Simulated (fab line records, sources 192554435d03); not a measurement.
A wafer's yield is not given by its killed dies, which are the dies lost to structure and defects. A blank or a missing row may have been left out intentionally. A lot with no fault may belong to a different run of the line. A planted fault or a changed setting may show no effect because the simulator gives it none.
fab line records ; flow n5-finfet
[record] lots = 24; wafers = 72; last-day = 18
route steps=1938 shown BEOL_M13@1671 BEOL_M14@1733
lots that met no fault: from a run of the same line without faults
start-h: hours from the record's opening day to when the first of the lot's shown wafers began ; wait-h: how many hours have passed since the lot's step before this one ; " repeats the value in the row above ; L1.1+2: one row covering several wafers at once ; - no value, or no start given ; * or withheld: withheld ; < > ~ a bound
route shown NAME@n: NAME is a module with steps in the file, n the number in the route of the first one ; usual: mean/standard deviation taken from wafers without a fault ; same: alike in all rows ; chamber/n: place in a boat ; sites: per-site readings ; _std_site: how widely they spread, as a standard deviation ; _edge_site: mean of outer sites minus mean of inner sites ; radius-mm: how far each site lies from the wafer's centre ; mask NAME#n: copy n ; behind: the tool/chamber that last shaped the wafer ; hold: why the lot was held/for how many hours/how that ended ; device: names the non-switching transistor (n, p or np) ; end of line: at the end of the route, the tests of the same wafers ; for a step that has no rows: nothing shown but its recipe ; killed: at the first sort, the dies lost to defects and structure; wafer yield is something else ; map: a wafer's dies, marking killed ones x, the rest . and places with no die _
set.NAME: the setting that was run; set.NAME@STEP: the one run at that earlier step ; model.NAME: the simulator's own value behind a step, which no gauge read
steps of the route over a sample of lots; a table a step, a row a wafer
services: from which hour (start-h, from the record's first day; less than 0 if before it) a tool's chamber was out of use, for how many hours, and why
[[steps]]
[step N5_BEOL_M13_INSPECT_12]
[recipe] mode = adi; inspect-instrument = macro
[usual] raw-defect-count = 2.2/1.5
lot.wafer;tool;chamber;start-h;wait-h;raw-defect-count
L076.1;defect-inspect-02;-;241.62;0.0;2
L076.2;defect-inspect-02;-;241.62;0.0;0
L076.4;defect-inspect-02;-;241.62;0.0;2
L074.2;defect-inspect-02;-;242.38;0.0;2
L074.3;defect-inspect-02;-;242.38;0.0;0
L074.4;defect-inspect-02;-;242.38;0.0;4
L075.3;defect-inspect-01;-;253.74;0.0;1
L075.4;defect-inspect-01;-;253.74;0.0;4
L075.5;defect-inspect-01;-;253.74;0.0;0
L077.1;defect-inspect-01;-;254.95;0.0;2
L077.4;defect-inspect-01;-;254.95;0.0;3
L077.6;defect-inspect-01;-;254.95;0.0;2
L078.3;defect-inspect-01;-;257.81;0.0;0
L078.5;defect-inspect-01;-;257.81;0.0;2
L078.6;defect-inspect-01;-;257.81;0.0;3
L079.1;defect-inspect-02;-;268.03;0.0;2
L079.2;defect-inspect-02;-;268.03;0.0;0
L079.6;defect-inspect-02;-;268.03;0.0;3
L082.4;defect-inspect-01;-;281.02;0.0;7
L082.5;defect-inspect-01;-;281.02;0.0;1
L082.6;defect-inspect-01;-;281.02;0.0;1
L081.2;defect-inspect-02;-;284.90;0.0;5
L081.4;defect-inspect-02;-;284.90;0.0;2
L081.5;defect-inspect-02;-;284.90;0.0;4
L080.1;defect-inspect-02;-;290.79;0.0;3
L080.2;defect-inspect-02;-;290.79;0.0;4
L080.4;defect-inspect-02;-;290.79;0.0;4
L083.1;defect-inspect-02;-;292.46;0.0;2
L083.2;defect-inspect-02;-;292.46;0.0;4
L083.6;defect-inspect-02;-;292.46;0.0;3
L084.3;defect-inspect-02;-;296.90;0.0;5
L084.5;defect-inspect-02;-;296.90;0.0;3
L084.6;defect-inspect-02;-;296.90;0.0;2
L085.1;defect-inspect-01;-;305.89;0.0;2
L085.3;defect-inspect-01;-;305.89;0.0;3
L085.5;defect-inspect-01;-;305.89;0.0;1
L086.1;defect-inspect-02;-;321.60;0.0;3
L086.2;defect-inspect-02;-;321.60;0.0;2
L086.3;defect-inspect-02;-;321.60;0.0;1
L087.1;defect-inspect-02;-;324.64;0.0;1
L087.3;defect-inspect-02;-;324.64;0.0;1
L087.4;defect-inspect-02;-;324.64;0.0;0
L088.1;defect-inspect-02;-;328.02;0.0;1
L088.4;defect-inspect-02;-;328.02;0.0;5
L088.5;defect-inspect-02;-;328.02;0.0;3
L090.3;defect-inspect-02;-;329.74;0.0;1
L090.4;defect-inspect-02;-;329.74;0.0;2
L090.6;defect-inspect-02;-;329.74;0.0;3
L091.2;defect-inspect-02;-;338.23;0.0;2
L091.3;defect-inspect-02;-;338.23;0.0;0
L091.6;defect-inspect-02;-;338.23;0.0;4
L089.3;defect-inspect-01;-;341.80;0.0;4
L089.5;defect-inspect-01;-;341.80;0.0;2
L089.6;defect-inspect-01;-;341.80;0.0;0
L092.2;defect-inspect-02;-;350.33;0.0;4
L092.3;defect-inspect-02;-;350.33;0.0;2
L092.4;defect-inspect-02;-;350.33;0.0;1
L094.1;defect-inspect-01;-;353.19;0.0;1
L094.2;defect-inspect-01;-;353.19;0.0;2
L094.4;defect-inspect-01;-;353.19;0.0;2
L093.1;defect-inspect-02;-;358.94;0.0;5
L093.2;defect-inspect-02;-;358.94;0.0;2
L093.4;defect-inspect-02;-;358.94;0.0;1
L095.2;defect-inspect-02;-;367.07;0.0;0
L095.3;defect-inspect-02;-;367.07;0.0;2
L095.4;defect-inspect-02;-;367.07;0.0;1
L096.3;defect-inspect-02;-;383.08;0.0;6
L096.5;defect-inspect-02;-;383.08;0.0;2
L096.6;defect-inspect-02;-;383.08;0.0;4
L097.1;defect-inspect-01;-;384.44;0.0;1
L097.4;defect-inspect-01;-;384.44;0.0;3
L097.5;defect-inspect-01;-;384.44;0.0;4
[step N5_BEOL_M13_CD_MEAS_28]
[recipe] target-cd-nm = 209.5; landing-energy-ev = 500; detector = se-inlens
[usual] cd-nm = 209.5/1.3
lot.wafer;tool;chamber;start-h;wait-h;cd-nm
L076.1;cd-sem-03;0;242.51;-;207.8
L076.2;cd-sem-03;0;242.51;-;209.1
L076.4;cd-sem-03;0;242.51;-;208.4
L074.2;cd-sem-01;0;243.40;-;210.8
L074.3;cd-sem-01;0;243.40;-;210.7
L074.4;cd-sem-01;0;243.40;-;211.2
L075.3;cd-sem-02;0;254.64;-;212.2
L075.4;cd-sem-02;0;254.64;-;211.7
L075.5;cd-sem-02;0;254.64;-;212.5
L077.1;cd-sem-03;0;256.55;-;209.7
L077.4;cd-sem-03;0;256.55;-;208.1
L077.6;cd-sem-03;0;256.55;-;208.3
L078.3;cd-sem-01;0;259.27;-;209.3
L078.5;cd-sem-01;0;259.27;-;208.6
L078.6;cd-sem-01;0;259.27;-;208.9
L079.1;cd-sem-02;0;269.03;-;208.7
L079.2;cd-sem-02;0;269.03;-;209.6
L079.6;cd-sem-02;0;269.03;-;208.4
L082.4;cd-sem-01;0;282.92;-;210.0
L082.5;cd-sem-01;0;282.92;-;210.9
L082.6;cd-sem-01;0;282.92;-;210.1
L081.2;cd-sem-01;0;289.38;-;208.6
L081.4;cd-sem-01;0;289.38;-;208.0
L081.5;cd-sem-01;0;289.38;-;209.9
L080.1;cd-sem-01;0;294.49;-;210.3
L080.2;cd-sem-01;0;294.49;-;210.1
L080.4;cd-sem-01;0;294.49;-;210.8
L083.1;cd-sem-02;0;295.20;-;211.2
L083.2;cd-sem-02;0;295.20;-;211.2
L083.6;cd-sem-02;0;295.20;-;211.6
L084.3;cd-sem-03;0;297.92;-;208.1
L084.5;cd-sem-03;0;297.92;-;208.0
L084.6;cd-sem-03;0;297.92;-;209.4
L085.1;cd-sem-03;0;306.90;-;210.7
L085.3;cd-sem-03;0;306.90;-;210.3
L085.5;cd-sem-03;0;306.90;-;210.0
L086.1;cd-sem-01;0;322.49;-;209.6
L086.2;cd-sem-01;0;322.49;-;209.8
L086.3;cd-sem-01;0;322.49;-;209.6
L087.1;cd-sem-01;0;325.53;-;207.9
L087.3;cd-sem-01;0;325.53;-;210.1
L087.4;cd-sem-01;0;325.53;-;209.4
L088.1;cd-sem-01;0;328.91;-;210.7
L088.4;cd-sem-01;0;328.91;-;210.8
L088.5;cd-sem-01;0;328.91;-;210.4
L090.3;cd-sem-01;0;330.76;-;211.7
L090.4;cd-sem-01;0;330.76;-;209.9
L090.6;cd-sem-01;0;330.76;-;208.9
L091.2;cd-sem-02;0;339.12;-;211.3
L091.3;cd-sem-02;0;339.12;-;210.1
L091.6;cd-sem-02;0;339.12;-;210.6
L089.3;cd-sem-03;0;342.82;-;207.0
L089.5;cd-sem-03;0;342.82;-;207.9
L089.6;cd-sem-03;0;342.82;-;209.2
L092.2;cd-sem-01;0;351.35;-;210.0
L092.3;cd-sem-01;0;351.35;-;210.5
L092.4;cd-sem-01;0;351.35;-;209.1
L094.1;cd-sem-03;0;354.21;-;209.5
L094.2;cd-sem-03;0;354.21;-;210.3
L094.4;cd-sem-03;0;354.21;-;208.4
L093.1;cd-sem-01;0;359.83;-;207.2
L093.2;cd-sem-01;0;359.83;-;206.8
L093.4;cd-sem-01;0;359.83;-;208.2
L095.2;cd-sem-01;0;368.08;-;208.4
L095.3;cd-sem-01;0;368.08;-;208.3
L095.4;cd-sem-01;0;368.08;-;209.8
L096.3;cd-sem-01;0;383.98;-;207.2
L096.5;cd-sem-01;0;383.98;-;208.9
L096.6;cd-sem-01;0;383.98;-;207.1
L097.1;cd-sem-03;0;385.33;-;208.8
L097.4;cd-sem-03;0;385.33;-;207.6
L097.5;cd-sem-03;0;385.33;-;209.1
[step N5_BEOL_M13_OVL_MEAS_29]
[recipe] points-per-wafer = 44
[usual] M13_OVL = 1/4.7
lot.wafer;tool;chamber;start-h;wait-h;M13_OVL[nm]
L076.1;overlay-02;0;242.54;0.0;0
L076.2;overlay-02;0;242.54;0.0;2
L076.4;overlay-02;0;242.54;0.0;0
L074.2;overlay-01;0;243.42;0.0;4
L074.3;overlay-01;0;243.42;0.0;-2
L074.4;overlay-01;0;243.42;0.0;2
L075.3;overlay-02;0;254.67;0.0;2
L075.4;overlay-02;0;254.67;0.0;1
L075.5;overlay-02;0;254.67;0.0;12
L077.1;overlay-01;0;256.58;0.0;-1
L077.4;overlay-01;0;256.58;0.0;-1
L077.6;overlay-01;0;256.58;0.0;-3
L078.3;overlay-02;0;259.30;0.0;12
L078.5;overlay-02;0;259.30;0.0;10
L078.6;overlay-02;0;259.30;0.0;3
L079.1;overlay-02;0;269.07;0.0;2
L079.2;overlay-02;0;269.07;0.0;-7
L079.6;overlay-02;0;269.07;0.0;-1
L082.4;overlay-02;0;282.95;0.0;3
L082.5;overlay-02;0;282.95;0.0;3
L082.6;overlay-02;0;282.95;0.0;0
L081.2;overlay-01;0;289.41;0.0;-1
L081.4;overlay-01;0;289.41;0.0;2
L081.5;overlay-01;0;289.41;0.0;1
L080.1;overlay-02;0;294.52;0.0;4
L080.2;overlay-02;0;294.52;0.0;-2
L080.4;overlay-02;0;294.52;0.0;3
L083.1;overlay-01;0;295.23;0.0;6
L083.2;overlay-01;0;295.23;0.0;6
L083.6;overlay-01;0;295.23;0.0;-6
L084.3;overlay-02;0;297.95;0.0;-2
L084.5;overlay-02;0;297.95;0.0;1
L084.6;overlay-02;0;297.95;0.0;-6
L085.1;overlay-02;0;306.93;0.0;7
L085.3;overlay-02;0;306.93;0.0;5
L085.5;overlay-02;0;306.93;0.0;6
L086.1;overlay-01;0;322.52;0.0;-4
L086.2;overlay-01;0;322.52;0.0;-5
L086.3;overlay-01;0;322.52;0.0;-2
L087.1;overlay-01;0;325.56;0.0;6
L087.3;overlay-01;0;325.56;0.0;0
L087.4;overlay-01;0;325.56;0.0;-1
L088.1;overlay-01;0;328.94;0.0;0
L088.4;overlay-01;0;328.94;0.0;0
L088.5;overlay-01;0;328.94;0.0;1
L090.3;overlay-02;0;330.79;0.0;3
L090.4;overlay-02;0;330.79;0.0;-8
L090.6;overlay-02;0;330.79;0.0;-3
L091.2;overlay-02;0;339.15;0.0;-1
L091.3;overlay-02;0;339.15;0.0;8
L091.6;overlay-02;0;339.15;0.0;6
L089.3;overlay-02;0;342.85;0.0;0
L089.5;overlay-02;0;342.85;0.0;6
L089.6;overlay-02;0;342.85;0.0;6
L092.2;overlay-02;0;351.38;0.0;3
L092.3;overlay-02;0;351.38;0.0;0
L092.4;overlay-02;0;351.38;0.0;-2
L094.1;overlay-01;0;354.24;0.0;-5
L094.2;overlay-01;0;354.24;0.0;-10
L094.4;overlay-01;0;354.24;0.0;-11
L093.1;overlay-02;0;359.86;0.0;-11
L093.2;overlay-02;0;359.86;0.0;2
L093.4;overlay-02;0;359.86;0.0;0
L095.2;overlay-01;0;368.11;0.0;9
L095.3;overlay-01;0;368.11;0.0;0
L095.4;overlay-01;0;368.11;0.0;12
L096.3;overlay-02;0;384.00;0.0;-2
L096.5;overlay-02;0;384.00;0.0;-2
L096.6;overlay-02;0;384.00;0.0;3
L097.1;overlay-02;0;385.36;0.0;3
L097.4;overlay-02;0;385.36;0.0;5
L097.5;overlay-02;0;385.36;0.0;2
[step N5_BEOL_M13_RS_MEAS_54]
[recipe] thk-meas-gauge = four-point-probe; reads = Cu_of_BEOL_M13_ECD_47+Ta_of_BEOL_M13_SPUTTER_44+TaN_of_BEOL_M13_SPUTTER_43
[usual] M13_RS = 0.0451/0.00069
lot.wafer;tool;chamber;start-h;wait-h;M13_RS[ohm/sq]
L076.1;film-metro-01;-;244.83;0.0;0.0458
L076.2;film-metro-01;-;244.83;0.0;0.0453
L076.4;film-metro-01;-;244.83;0.0;0.0454
L074.2;film-metro-02;-;246.82;0.1;0.0463
L074.3;film-metro-02;-;246.82;0.1;0.0444
L074.4;film-metro-02;-;246.82;0.1;0.0438
L075.3;film-metro-01;-;260.67;0.1;0.0446
L075.4;film-metro-01;-;260.67;0.1;0.0441
L075.5;film-metro-01;-;260.67;0.1;0.0452
L077.1;film-metro-02;-;260.90;0.0;0.0447
L077.4;film-metro-02;-;260.90;0.0;0.0453
L077.6;film-metro-02;-;260.90;0.0;0.0454
L078.3;film-metro-01;-;264.27;0.1;0.0459
L078.5;film-metro-01;-;264.27;0.1;0.0455
L078.6;film-metro-01;-;264.27;0.1;0.0445
L079.1;film-metro-02;-;273.90;0.0;0.0443
L079.2;film-metro-02;-;273.90;0.0;0.0457
L079.6;film-metro-02;-;273.90;0.0;0.0441
L082.4;film-metro-01;-;288.28;0.0;0.0454
L082.5;film-metro-01;-;288.28;0.0;0.0441
L082.6;film-metro-01;-;288.28;0.0;0.0453
L081.2;film-metro-02;-;293.51;0.1;0.0439
L081.4;film-metro-02;-;293.51;0.1;0.0450
L081.5;film-metro-02;-;293.51;0.1;0.0447
L080.1;film-metro-01;-;298.47;0.0;0.0458
L080.2;film-metro-01;-;298.47;0.0;0.0451
L080.4;film-metro-01;-;298.47;0.0;0.0451
L083.1;film-metro-02;-;302.45;0.0;0.0450
L083.2;film-metro-02;-;302.45;0.0;0.0446
L083.6;film-metro-02;-;302.45;0.0;0.0453
L084.3;film-metro-01;-;305.78;0.1;0.0450
L084.5;film-metro-01;-;305.78;0.1;0.0451
L084.6;film-metro-01;-;305.78;0.1;0.0450
L085.1;film-metro-01;-;309.77;0.0;0.0459
L085.3;film-metro-01;-;309.77;0.0;0.0447
L085.5;film-metro-01;-;309.77;0.0;0.0461
L086.1;film-metro-01;-;325.16;0.0;0.0438
L086.2;film-metro-01;-;325.16;0.0;0.0446
L086.3;film-metro-01;-;325.16;0.0;0.0448
L087.1;film-metro-01;-;328.85;0.0;0.0455
L087.3;film-metro-01;-;328.85;0.0;0.0459
L087.4;film-metro-01;-;328.85;0.0;0.0445
L088.1;film-metro-02;-;332.15;0.0;0.0438
L088.4;film-metro-02;-;332.15;0.0;0.0460
L088.5;film-metro-02;-;332.15;0.0;0.0460
L090.3;film-metro-01;-;337.00;0.1;0.0457
L090.4;film-metro-01;-;337.00;0.1;0.0439
L090.6;film-metro-01;-;337.00;0.1;0.0452
L091.2;film-metro-01;-;342.10;0.1;0.0453
L091.3;film-metro-01;-;342.10;0.1;0.0446
L091.6;film-metro-01;-;342.10;0.1;0.0454
L089.3;film-metro-02;-;345.89;0.1;0.0453
L089.5;film-metro-02;-;345.89;0.1;0.0451
L089.6;film-metro-02;-;345.89;0.1;0.0450
L092.2;film-metro-02;-;353.86;0.1;0.0457
L092.3;film-metro-02;-;353.86;0.1;0.0451
L092.4;film-metro-02;-;353.86;0.1;0.0452
L094.1;film-metro-01;-;357.53;0.0;0.0444
L094.2;film-metro-01;-;357.53;0.0;0.0454
L094.4;film-metro-01;-;357.53;0.0;0.0452
L093.1;film-metro-01;-;364.09;0.0;0.0461
L093.2;film-metro-01;-;364.09;0.0;0.0440
L093.4;film-metro-01;-;364.09;0.0;0.0465
L095.2;film-metro-01;-;370.57;0.1;0.0459
L095.3;film-metro-01;-;370.57;0.1;0.0450
L095.4;film-metro-01;-;370.57;0.1;0.0456
L096.3;film-metro-01;-;388.06;0.1;0.0450
L096.5;film-metro-01;-;388.06;0.1;0.0451
L096.6;film-metro-01;-;388.06;0.1;0.0441
L097.1;film-metro-01;-;389.24;0.0;0.0457
L097.4;film-metro-01;-;389.24;0.0;0.0445
L097.5;film-metro-01;-;389.24;0.0;0.0449
[step N5_BEOL_M14_STRIP_64]
[recipe] chemistry = O2; power-w = 600; temp-c = 60; pressure-mtorr = 30; rf-frequency-hz = 6e+07; bias-power-w = 0; overash-fraction = 0.3; o2-flow-sccm = 225
[usual] drypump-motor-current-A = 5.6/0.39; oes-product-au = 0.80/0.079; rf-vpp-V = 3.7/0.47; showerhead-plenum-p-Torr = 2.10/0.066; throttle-valve-pct = 16.58/0.2
lot.wafer;tool;chamber;start-h;wait-h;drypump-motor-current-A;oes-product-au;rf-hours-counter-h;rf-vpp-V;showerhead-plenum-p-Torr;throttle-valve-pct
L076.1;rie-diel-04;2;-;-;5.7;0.72;201;3.2;2.16;16.85
L076.2;rie-diel-04;1;-;-;5.4;0.88;29;4.2;2.05;16.23
L076.4;rie-diel-04;3;-;-;5.0;0.86;60;4.7;2.23;16.44
L074.2;rie-diel-04;2;-;-;5.7;0.73;202;2.9;2.16;16.85
L074.3;rie-diel-04;3;-;-;5.0;0.87;61;3.6;2.23;16.43
L074.4;rie-diel-04;0;-;-;5.9;0.75;197;3.9;2.08;16.64
L075.3;rie-diel-04;1;-;-;5.3;0.86;35;3.7;2.05;16.23
L075.4;rie-diel-04;3;-;-;5.0;0.85;66;3.6;2.22;16.47
L075.5;rie-diel-04;2;-;-;5.7;0.71;-;3.3;2.16;16.85
L077.1;rie-diel-05;2;-;-;5.8;0.69;225;3.7;2.14;16.37
L077.4;rie-diel-05;0;-;-;5.5;0.82;79;4.1;2.21;16.58
L077.6;rie-diel-05;1;-;-;5.4;0.91;-;3.6;2.06;16.56
L078.3;rie-diel-05;1;-;-;5.4;0.92;27;2.9;2.06;16.55
L078.5;rie-diel-05;1;-;-;5.4;0.91;-;4.1;2.06;16.56
L078.6;rie-diel-05;0;-;-;5.6;0.83;-;3.4;2.21;16.57
L079.1;rie-diel-04;1;-;-;5.4;0.86;41;4.2;2.05;16.24
L079.2;rie-diel-04;3;-;-;5.0;0.85;72;3.3;2.22;16.47
L079.6;rie-diel-04;1;-;-;5.4;0.86;-;3.6;2.05;16.24
L082.4;rie-diel-04;1;-;-;5.4;0.86;45;3.5;2.05;16.26
L082.5;rie-diel-04;1;-;-;5.4;0.85;-;3.6;2.05;16.26
L082.6;rie-diel-04;2;-;-;5.7;0.71;-;3.6;2.16;16.88
L081.2;rie-diel-05;3;-;-;5.7;0.68;246;3.6;2.08;16.75
L081.4;rie-diel-05;1;-;-;5.4;0.90;35;4.0;2.05;16.58
L081.5;rie-diel-05;3;-;-;5.7;0.68;-;3.8;2.08;16.75
L080.1;rie-diel-02;0;-;-;5.4;0.75;154;4.4;2.10;16.54
L080.2;rie-diel-02;3;-;-;5.5;0.82;83;3.6;2.04;16.74
L080.4;rie-diel-02;2;-;-;6.6;0.72;195;3.1;2.01;16.70
L083.1;rie-diel-05;2;-;-;5.8;0.67;238;3.3;2.14;16.37
L083.2;rie-diel-05;3;-;-;5.7;0.68;250;3.9;2.08;16.76
L083.6;rie-diel-05;1;-;-;5.4;0.90;-;3.7;2.05;16.59
L084.3;rie-diel-05;1;-;-;5.4;0.88;40;3.2;2.05;16.58
L084.5;rie-diel-05;0;-;-;5.6;0.81;-;3.8;2.21;16.62
L084.6;rie-diel-05;1;-;-;5.4;0.89;-;3.5;2.05;16.60
L085.1;rie-diel-04;1;-;-;5.4;0.85;51;3.1;2.05;16.27
L085.3;rie-diel-04;2;-;-;5.7;0.71;221;3.6;2.16;16.88
L085.5;rie-diel-04;3;-;-;5.0;0.83;-;3.2;2.22;16.49
L086.1;rie-diel-02;0;-;-;5.4;0.74;166;3.2;2.09;16.56
L086.2;rie-diel-02;1;-;-;5.3;0.86;55;3.5;2.10;16.55
L086.3;rie-diel-02;2;-;-;6.6;0.72;206;2.7;2.01;16.74
L087.1;rie-diel-05;3;-;-;5.7;0.98;1;3.4;2.08;16.28
L087.3;rie-diel-05;1;-;-;5.4;0.87;51;3.8;2.05;16.60
L087.4;rie-diel-05;3;-;-;5.7;0.98;-;3.4;2.08;16.27
L088.1;rie-diel-02;3;-;-;5.5;0.83;91;3.6;2.04;16.74
L088.4;rie-diel-02;0;-;-;5.4;0.75;168;3.5;2.09;16.55
L088.5;rie-diel-02;2;-;-;6.6;0.72;-;3.4;2.00;16.74
L090.3;rie-diel-02;1;-;-;5.4;0.84;59;3.0;2.10;16.54
L090.4;rie-diel-02;2;-;-;6.6;0.72;211;4.2;2.00;16.75
L090.6;rie-diel-02;2;-;-;6.6;0.72;-;3.8;2.00;16.74
L091.2;rie-diel-04;1;-;-;5.4;0.81;63;3.8;2.04;16.31
L091.3;rie-diel-04;3;-;-;5.0;0.81;96;3.7;2.21;16.51
L091.6;rie-diel-04;0;-;-;5.9;0.72;-;3.4;2.07;16.70
L089.3;rie-diel-05;2;-;-;5.8;1.00;0;3.6;2.13;15.93
L089.5;rie-diel-05;2;-;-;5.8;1.01;-;3.3;2.13;15.94
L089.6;rie-diel-05;3;-;-;5.7;0.94;-;4.3;2.08;16.28
L092.2;rie-diel-02;2;-;-;6.6;0.71;216;3.4;2.00;16.77
L092.3;rie-diel-02;3;-;-;5.5;0.81;99;3.8;2.03;16.77
L092.4;rie-diel-02;0;-;-;5.4;0.74;176;3.0;2.09;16.57
L094.1;rie-diel-02;0;-;-;5.4;0.75;178;3.1;2.09;16.57
L094.2;rie-diel-02;3;-;-;5.5;0.81;100;3.5;2.03;16.76
L094.4;rie-diel-02;1;-;-;5.4;0.83;66;2.3;2.10;16.57
L093.1;rie-diel-05;1;-;-;5.4;0.84;63;4.4;2.04;16.63
L093.2;rie-diel-05;2;-;-;5.8;0.96;7;3.6;2.13;15.96
L093.4;rie-diel-05;0;-;-;5.6;0.78;120;4.1;2.20;16.68
L095.2;rie-diel-02;1;-;-;5.4;0.82;70;3.3;2.10;16.58
L095.3;rie-diel-02;3;-;-;5.5;0.81;104;4.1;2.03;16.77
L095.4;rie-diel-02;2;-;-;6.6;0.71;220;3.6;2.00;16.76
L096.3;rie-diel-04;3;-;-;5.0;0.81;109;4.0;2.21;16.52
L096.5;rie-diel-04;2;-;-;5.7;0.68;-;3.5;2.15;16.94
L096.6;rie-diel-04;1;-;-;5.4;0.79;-;3.5;2.04;16.31
L097.1;rie-diel-02;1;-;-;5.3;0.81;77;3.1;2.09;16.59
L097.4;rie-diel-02;2;-;-;6.6;0.70;227;4.1;2.00;16.79
L097.5;rie-diel-02;0;-;-;5.4;0.72;-;4.2;2.08;16.58
[step N5_BEOL_M14_CD_MEAS_17]
[recipe] target-cd-nm = 250; polarity = opening
[usual] cd-nm = 251.1/2
lot.wafer;tool;chamber;start-h;wait-h;cd-nm
L076.1;cd-sem-02;-;246.17;0.0;246.5
L076.2;cd-sem-02;-;246.17;0.0;244.9
L076.4;cd-sem-02;-;246.17;0.0;249.5
L074.2;cd-sem-02;-;248.09;0.0;248.2
L074.3;cd-sem-02;-;248.09;0.0;253.5
L074.4;cd-sem-02;-;248.09;0.0;248.1
L075.3;cd-sem-02;-;261.88;0.0;251.8
L075.4;cd-sem-02;-;261.88;0.0;253.3
L075.5;cd-sem-02;-;261.88;0.0;252.5
L077.1;cd-sem-03;-;262.11;0.0;250.4
L077.4;cd-sem-03;-;262.11;0.0;254.2
L077.6;cd-sem-03;-;262.11;0.0;248.8
L078.3;cd-sem-02;-;265.62;0.0;252.5
L078.5;cd-sem-02;-;265.62;0.0;254.7
L078.6;cd-sem-02;-;265.62;0.0;251.5
L079.1;cd-sem-03;-;274.99;0.0;251.7
L079.2;cd-sem-03;-;274.99;0.0;256.3
L079.6;cd-sem-03;-;274.99;0.0;253.6
L082.4;cd-sem-02;-;289.37;0.0;251.5
L082.5;cd-sem-02;-;289.37;0.0;248.5
L082.6;cd-sem-02;-;289.37;0.0;248.7
L081.2;cd-sem-01;-;294.60;0.0;253.5
L081.4;cd-sem-01;-;294.60;0.0;251.5
L081.5;cd-sem-01;-;294.60;0.0;251.6
L080.1;cd-sem-02;-;299.56;0.0;250.4
L080.2;cd-sem-02;-;299.56;0.0;251.1
L080.4;cd-sem-02;-;299.56;0.0;249.5
L083.1;cd-sem-02;-;303.70;0.0;250.9
L083.2;cd-sem-02;-;303.70;0.0;251.6
L083.6;cd-sem-02;-;303.70;0.0;249.3
L084.3;cd-sem-01;-;307.20;0.0;250.3
L084.5;cd-sem-01;-;307.20;0.0;251.0
L084.6;cd-sem-01;-;307.20;0.0;251.3
L085.1;cd-sem-03;-;310.89;0.0;249.2
L085.3;cd-sem-03;-;310.89;0.0;249.4
L085.5;cd-sem-03;-;310.89;0.0;254.4
L086.1;cd-sem-03;-;326.44;0.0;252.4
L086.2;cd-sem-03;-;326.44;0.0;251.7
L086.3;cd-sem-03;-;326.44;0.0;252.9
L087.1;cd-sem-01;-;330.14;0.0;251.9
L087.3;cd-sem-01;-;330.14;0.0;255.3
L087.4;cd-sem-01;-;330.14;0.0;251.3
L088.1;cd-sem-02;-;333.23;0.0;252.3
L088.4;cd-sem-02;-;333.23;0.0;254.9
L088.5;cd-sem-02;-;333.23;0.0;250.9
L090.3;cd-sem-02;-;338.21;0.0;249.9
L090.4;cd-sem-02;-;338.21;0.0;248.5
L090.6;cd-sem-02;-;338.21;0.0;248.6
L091.2;cd-sem-03;-;343.31;0.0;252.7
L091.3;cd-sem-03;-;343.31;0.0;253.4
L091.6;cd-sem-03;-;343.31;0.0;252.1
L089.3;cd-sem-03;-;346.97;0.0;248.0
L089.5;cd-sem-03;-;346.97;0.0;248.5
L089.6;cd-sem-03;-;346.97;0.0;252.8
L092.2;cd-sem-03;-;354.94;0.0;252.2
L092.3;cd-sem-03;-;354.94;0.0;252.1
L092.4;cd-sem-03;-;354.94;0.0;251.6
L094.1;cd-sem-03;-;358.74;0.0;248.1
L094.2;cd-sem-03;-;358.74;0.0;250.8
L094.4;cd-sem-03;-;358.74;0.0;246.5
L093.1;cd-sem-03;-;365.18;0.0;251.2
L093.2;cd-sem-03;-;365.18;0.0;251.9
L093.4;cd-sem-03;-;365.18;0.0;254.0
L095.2;cd-sem-01;-;371.79;0.0;250.8
L095.3;cd-sem-01;-;371.79;0.0;248.8
L095.4;cd-sem-01;-;371.79;0.0;251.8
L096.3;cd-sem-02;-;389.19;0.0;251.8
L096.5;cd-sem-02;-;389.19;0.0;249.8
L096.6;cd-sem-02;-;389.19;0.0;251.9
L097.1;cd-sem-02;-;392.22;0.0;249.7
L097.4;cd-sem-02;-;392.22;0.0;250.0
L097.5;cd-sem-02;-;392.22;0.0;253.9
[[services]]
tool;chamber;start-h;hours;kind
rie-diel-04;2;266.00;8.9;repair
rie-diel-05;3;304.84;-;clean
rie-diel-05;3;304.84;-;consumable-replace:focus-ring
rie-diel-05;3;304.84;21.1;scheduled-down
rie-diel-05;3;304.84;21.1;vent-cycle
rie-diel-02;3;307.91;13.1;repair
rie-diel-05;2;328.06;-;clean
rie-diel-05;2;328.06;-;consumable-replace:focus-ring
rie-diel-05;1;337.55;4.0;repair
rie-diel-05;-;352.42;0.5;repair
rie-diel-02;-;372.06;0.2;repair
rie-diel-04;-;389.10;14.6;pm
rie-diel-05;-;389.51;2.8;pm
[[key]]
fault none
